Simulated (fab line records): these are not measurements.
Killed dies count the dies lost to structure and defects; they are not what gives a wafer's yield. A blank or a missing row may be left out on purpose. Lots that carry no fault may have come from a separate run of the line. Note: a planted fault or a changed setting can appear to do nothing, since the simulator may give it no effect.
Chamber matching ; flow nandHarc ; NHARC_A_BONDPAD_ETCH_34 on rieDiel-09 has 4 sister chambers
The step etches the open film in N2/H2, target depth 60 nm, overetch 18 nm, time 65.91 s. 33 wafers are shown with their chamber, then 12 later ones without.

WAFERS PAIRED WITH THEIR CHAMBERS
wafer;chamber;showerheadPlenumPTorr (Torr);drypumpMotorCurrentA (A);rfVppV (V)
L074.3;2;1.97;5.5;429.6
L074.4;1;2.00;5.5;430.2
L074.5;2;1.97;5.5;430.0
L077.1;3;2.02;6.3;430.3
L077.4;1;2.00;5.5;428.8
L077.5;1;2.00;5.5;429.8
L081.2;2;1.97;5.5;429.2
L081.4;0;2.15;6.4;435.3
L081.6;3;2.02;6.3;429.8
L082.1;0;2.15;6.4;434.9
L082.2;1;2.00;5.4;429.7
L082.6;1;2.00;5.4;428.2
L084.1;3;2.02;6.3;430.7
L084.3;2;1.97;5.5;428.5
L084.4;1;2.00;5.4;429.1
L083.3;0;2.15;6.3;432.8
L083.4;3;2.02;6.3;429.8
L083.5;2;1.97;5.5;429.3
L088.1;1;2.00;5.5;430.1
L088.3;0;2.15;6.3;433.9
L088.6;2;1.97;5.5;428.1
L086.2;3;2.02;6.3;428.2
L086.3;0;2.15;6.3;433.1
L086.5;0;2.15;6.4;434.3
L089.3;0;2.15;6.4;434.4
L089.5;2;1.97;5.5;429.7
L089.6;1;1.99;5.4;428.8
L091.3;3;2.02;6.3;429.7
L091.4;0;2.15;6.4;432.2
L091.5;0;2.15;6.4;433.0
L090.1;0;2.15;6.4;433.2
L090.4;3;2.02;6.3;430.1
L090.5;3;2.02;6.3;430.0

SIGNATURES (means of the wafers above)
reading;chamber 0;chamber 1;chamber 2;chamber 3;scatter within a chamber
showerheadPlenumPTorr;2.1500;1.9988;1.9700;2.0200;0.00174
drypumpMotorCurrentA;6.370;5.450;5.500;6.300;0.0376
rfVppV;433.710;429.337;429.200;429.825;0.813
Rule: a wafer's distance from a chamber is the root of the sum, over the readings, of the square of ((its reading less the chamber's mean) divided by the reading's scatter). The wafer belongs to the nearest chamber; if the next one is less than 2 further off, it can't be placed. The scatter: take each reading less its chamber's mean, square it, sum over the shown wafers, divide by the number of wafers less the number of chambers, and take the root.

WAFERS WITH NO CHAMBER GIVEN
wafer;showerheadPlenumPTorr (Torr);drypumpMotorCurrentA (A);rfVppV (V)
L092.3;1.97;5.5;428.3
L092.5;1.97;5.5;429.2
L092.6;2.02;6.3;430.9
L094.1;1.99;5.4;428.1
L094.3;2.15;6.3;433.9
L094.6;1.97;5.5;429.3
L097.1;1.97;5.5;427.9
L097.2;2.15;6.3;433.2
L097.6;2.02;6.3;430.0
L096.2;1.99;5.5;429.0
L096.4;1.97;5.5;428.7
L096.5;1.99;5.5;429.8

CHAMBER TAKEN BY EACH
wafer;from the rows above;in truth
L092.3;2;2
L092.5;2;2
L092.6;3;3
L094.1;1;1
L094.3;0;0
L094.6;2;2
L097.1;2;2
L097.2;0;0
L097.6;3;3
L096.2;1;1
L096.4;2;2
L096.5;1;1
Correct placement for 12 of the 12. Left unplaced by these rows: 0. Number placed wrongly: 0.
